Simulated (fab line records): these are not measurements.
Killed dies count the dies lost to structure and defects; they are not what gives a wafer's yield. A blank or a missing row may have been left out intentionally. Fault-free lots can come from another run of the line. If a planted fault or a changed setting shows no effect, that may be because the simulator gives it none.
fab line records	flow n5-finfet
record: lots: 7	wafers: 39
route steps=1938 shown FIN_SAQP@102 HKMG_FIN@438
start-h: hours from the record's first day to the start of the lot's first wafer shown	wait-h: hours since the lot's step before	" as in the row above	L1.1+2: a row that stands for several wafers	- no value present, or no start provided	* or withheld: withheld	< > ~ a bound
route shown NAME@n: a module of which the file shows steps, and the number in the route of the first	usual: the fault-free wafers' mean and standard deviation	same: alike in all rows	chamber/n: place in a boat	sites: per-site readings	_std_site: how widely they spread, as a standard deviation	_edge_site: the outer-site mean with the inner-site mean subtracted	radius-mm: for every site, how far away it sits from the centre of the wafer	mask NAME#n: copy n	behind: tool/chamber where the wafer was last shaped	hold: what put the lot on hold/how long, in hours/how the hold closed	device: the n, p or np transistor that did not switch	end of line: the same wafers' tests at the end of the route	step lacking rows: just its recipe	killed: dies that structure and defects cost at the first sort, which is not the same as the wafer's yield	map: the dies of a wafer, with x for killed, . for not killed, _ for no die there
set.NAME: setting as actually run; set.NAME@STEP: the setting as run at that earlier step	model.NAME: the simulator's own value behind a step, which no gauge read
lots with deliberately changed settings; one table per step, one row per wafer
== steps ==
step: N5_FIN_SAQP_HM_DEP_72
recipe: material: SiO2	target-thk-a: 120	temp-c: 400	precursor: SiH4/N2O	pressure-torr: 0.75	rf-w: 275	time-s: 7.2
lot.wafer	tool	chamber	start-h	wait-h	set.target-thk-a	model.SiO2_of_FIN_SAQP_HM_DEP_72.thk-nm
L075.2	pecvd-03	0	26.70	0.0	120	11.53
L075.3	"	1	"	"	120	11.89
L075.4	"	2	"	"	120	11.78
L078.1	pecvd-03	1	45.62	0.0	120	11.86
L078.2	"	2	"	"	120	11.71
L078.3	"	0	"	"	102.8	9.769
L078.4	"	2	"	"	102.8	10.02
L078.5	"	1	"	"	102.8	10.56
L078.6	"	0	"	"	120	11.5
L080.1	pecvd-04	0	57.10	0.0	120	11.74
L080.2	"	2	"	"	120	12.29
L080.3	"	1	"	"	103.6	10.38
L080.4	"	2	"	"	120	12.43
L080.5	"	1	"	"	103.6	10.57
L080.6	"	0	"	"	103.6	10.32
L087.1	pecvd-04	1	100.52	0.0	120	11.94
L087.2	"	2	"	"	120	11.95
L087.3	"	0	"	"	120	11.66
L087.4	"	2	"	"	120	12.14
L087.5	"	0	"	"	120	11.78
L087.6	"	1	"	"	120	11.97
L092.1	pecvd-03	1	129.42	0.0	120	11.92
L092.2	"	2	"	"	120	11.69
L092.3	"	0	"	"	120	11.71
L092.4	"	0	"	"	120	11.85
L092.5	"	1	"	"	120	12.07
L092.6	"	2	"	"	120	11.94
L093.1	pecvd-02	1	135.46	0.0	120	12.03
L093.2	"	2	"	"	120	12.33
L093.3	"	0	"	"	120	11.94
L093.4	"	0	"	"	120	12.3
L093.5	"	2	"	"	120	12.48
L093.6	"	1	"	"	120	12.36
L094.1	pecvd-04	2	141.57	0.0	120	12
L094.2	"	0	"	"	130.6	12.65
L094.3	"	1	"	"	120	11.87
L094.4	"	2	"	"	130.6	13.45
L094.5	"	1	"	"	130.6	12.92
L094.6	"	0	"	"	120	11.89
step: N5_FIN_SAQP_ETCH_52
recipe: chemistry: N2/H2	target: SOC	target-depth-a: 1000	overetch-a: 200	mask-material: SiARC	temp-c: 40	time-s: 150	ion-energy-ev: 200	pressure-mtorr: 30	source-w: 840	bias-w: 150	n2-flow-sccm: 200	h2-flow-sccm: 200	ends: end-point
usual: rf-vpp-V: 524.7/2.3
lot.wafer	tool	chamber	start-h	wait-h	set.source-w	rf-vpp-V
L075.2	rie-diel-03	3	27.33	0.0	840	524.2
L075.3	"	2	"	"	840	525.0
L075.4	"	0	"	"	840	526.0
L078.1	rie-diel-03	0	46.13	0.0	968.3	503.0
L078.2	"	1	"	"	840	526.2
L078.3	"	2	"	"	840	525.8
L078.4	"	3	"	"	968.3	499.4
L078.5	"	1	"	"	840	526.9
L078.6	"	0	"	"	968.3	501.9
L080.1	rie-diel-03	2	57.91	0.0	840	527.0
L080.2	"	0	"	"	840	526.1
L080.3	"	3	"	"	840	524.3
L080.4	"	1	"	"	840	527.8
L080.5	"	2	"	"	840	524.9
L080.6	"	1	"	"	840	525.9
L087.1	rie-diel-06	3	101.16	0.0	840	523.7
L087.2	"	0	"	"	889.8	518.5
L087.3	"	2	"	"	889.8	513.5
L087.4	"	0	"	"	889.8	520.0
L087.5	"	3	"	"	840	522.8
L087.6	"	2	"	"	840	522.1
L092.1	rie-diel-06	3	130.06	0.0	840	523.4
L092.2	"	1	"	"	840	525.5
L092.3	"	2	"	"	840	522.1
L092.4	"	0	"	"	840	529.7
L092.5	"	1	"	"	840	526.6
L092.6	"	2	"	"	840	521.8
L093.1	rie-diel-04	1	136.12	0.0	840	525.2
L093.2	"	3	"	"	692.8	562.0
L093.3	"	2	"	"	692.8	556.7
L093.4	"	0	"	"	692.8	556.3
L093.5	"	0	"	"	840	520.4
L093.6	"	3	"	"	840	526.9
L094.1	rie-diel-03	3	142.47	0.0	840	523.0
L094.2	"	1	"	"	840	528.1
L094.3	"	0	"	"	948.7	504.2
L094.4	"	3	"	"	948.7	502.7
L094.5	"	1	"	"	840	527.5
L094.6	"	0	"	"	948.7	505.2
step: N5_FIN_SAQP_STRIP_53
recipe: chemistry: N2/H2	temp-c: 40	n2-flow-sccm: 200	h2-flow-sccm: 200	rf-frequency-hz: 6e+07
step: N5_FIN_SAQP_HM_OPEN_73
recipe: chemistry: CHF3/O2	target: SiO2	stop-on: a-Si	target-depth-a: 120	over-etch-frac: 1.8	mask-material: SOC	time-s: 16.8	pressure-mtorr: 30	source-w: 650	bias-w: 170	Ar_flow_sccm: 200	CHF3_flow_sccm: 50	O2_flow_sccm: 5	ion-energy-ev: 200	ends: end-point
lot.wafer	tool	chamber	start-h	wait-h	set.target-thk-a@FIN_SAQP_HM_DEP_72	model.etch.depth-nm
L075.2	rie-diel-03	3	27.44	0.0	120	11.53
L075.3	"	2	"	"	120	11.89
L075.4	"	0	"	"	120	11.78
L078.1	rie-diel-03	0	46.24	0.0	120	11.86
L078.2	"	1	"	"	120	11.71
L078.3	"	2	"	"	102.8	9.769
L078.4	"	3	"	"	102.8	10.02
L078.5	"	1	"	"	102.8	10.56
L078.6	"	0	"	"	120	11.5
L080.1	rie-diel-03	2	58.02	0.0	120	11.74
L080.2	"	0	"	"	120	12.29
L080.3	"	3	"	"	103.6	10.38
L080.4	"	1	"	"	120	12.43
L080.5	"	2	"	"	103.6	10.57
L080.6	"	1	"	"	103.6	10.32
L087.1	rie-diel-06	3	101.27	0.0	120	11.94
L087.2	"	0	"	"	120	11.95
L087.3	"	2	"	"	120	11.66
L087.4	"	0	"	"	120	12.14
L087.5	"	3	"	"	120	11.78
L087.6	"	2	"	"	120	11.97
L092.1	rie-diel-06	3	130.16	0.0	120	11.92
L092.2	"	1	"	"	120	11.69
L092.3	"	2	"	"	120	11.71
L092.4	"	0	"	"	120	11.85
L092.5	"	1	"	"	120	12.07
L092.6	"	2	"	"	120	11.94
L093.1	rie-diel-04	1	136.22	0.0	120	12.03
L093.2	"	3	"	"	120	12.33
L093.3	"	2	"	"	120	11.94
L093.4	"	0	"	"	120	12.3
L093.5	"	0	"	"	120	12.48
L093.6	"	3	"	"	120	12.36
L094.1	rie-diel-03	3	142.58	0.0	120	12
L094.2	"	1	"	"	130.6	12.65
L094.3	"	0	"	"	120	11.87
L094.4	"	3	"	"	130.6	13.45
L094.5	"	1	"	"	130.6	12.92
L094.6	"	0	"	"	120	11.89
step: N5_HKMG_FIN_ETCH_35
recipe: chemistry: N2/H2	target: SOC	target-depth-a: 2158	ion-energy-ev: 65	bias-w: 5	source-w: 3000	time-s: 243.4	pressure-mtorr: 30	n2-flow-sccm: 200	h2-flow-sccm: 200
usual: rf-vpp-V: 141.9/0.96
lot.wafer	tool	chamber	start-h	wait-h	set.bias-w	rf-vpp-V
L075.2	rie-diel-06	2	79.52	0.0	5	140.9
L075.3	"	3	"	"	5	142.2
L075.4	"	1	"	"	5	142.0
L078.1	rie-diel-04	0	99.87	0.0	5.257	144.7
L078.2	"	2	"	"	5.257	147.5
L078.3	"	1	"	"	5	140.9
L078.4	"	3	"	"	5.257	147.8
L078.5	"	1	"	"	5	141.1
L078.6	"	0	"	"	5	141.4
L080.1	rie-diel-03	0	109.66	0.0	4.401	129.1
L080.2	"	3	"	"	5	142.3
L080.3	"	1	"	"	5	142.0
L080.4	"	2	"	"	5	141.7
L080.5	"	3	"	"	4.401	132.0
L080.6	"	2	"	"	4.401	130.9
L087.1	rie-diel-04	2	155.57	0.0	4.145	124.6
L087.2	"	0	"	"	4.145	124.8
L087.3	"	3	"	"	5	144.1
L087.4	"	1	"	"	5	141.3
L087.5	"	2	"	"	5	142.1
L087.6	"	3	"	"	4.145	126.2
L092.1	rie-diel-04	1	183.28	0.0	5	140.6
L092.2	"	3	"	"	4.082	123.6
L092.3	"	0	"	"	4.082	124.4
L092.4	"	2	"	"	5	140.6
L092.5	"	3	"	"	4.082	125.0
L092.6	"	2	"	"	5	143.0
L093.1	rie-diel-06	1	189.45	0.0	4.557	134.7
L093.2	"	3	"	"	4.557	133.2
L093.3	"	0	"	"	5	141.9
L093.4	"	2	"	"	5	142.1
L093.5	"	1	"	"	5	142.6
L093.6	"	0	"	"	4.557	134.2
L094.1	rie-diel-06	3	195.77	0.0	4.742	136.2
L094.2	"	0	"	"	5	143.5
L094.3	"	1	"	"	4.742	137.3
L094.4	"	3	"	"	5	142.2
L094.5	"	1	"	"	4.742	136.3
L094.6	"	0	"	"	5	144.0
== key ==
split: step: N5_FIN_SAQP_HM_DEP_72	setting: target-thk-a	stated: 120	by: wafer
response: step: N5_FIN_SAQP_HM_DEP_72	reading: model.SiO2_of_FIN_SAQP_HM_DEP_72.thk-nm	change: +0.119	per: 1%	r: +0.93
response: step: N5_FIN_SAQP_HM_OPEN_73	reading: model.etch.depth-nm	change: +0.119	per: 1%	r: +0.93
split: step: N5_FIN_SAQP_ETCH_52	setting: source-w	stated: 840	by: wafer
response: step: N5_FIN_SAQP_ETCH_52	reading: rf-vpp-V	change: -1.75	per: 1%	r: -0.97
split: step: N5_HKMG_FIN_ETCH_35	setting: bias-w	stated: 5	by: wafer
response: step: N5_HKMG_FIN_ETCH_35	reading: rf-vpp-V	change: +0.974	per: 1%	r: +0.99
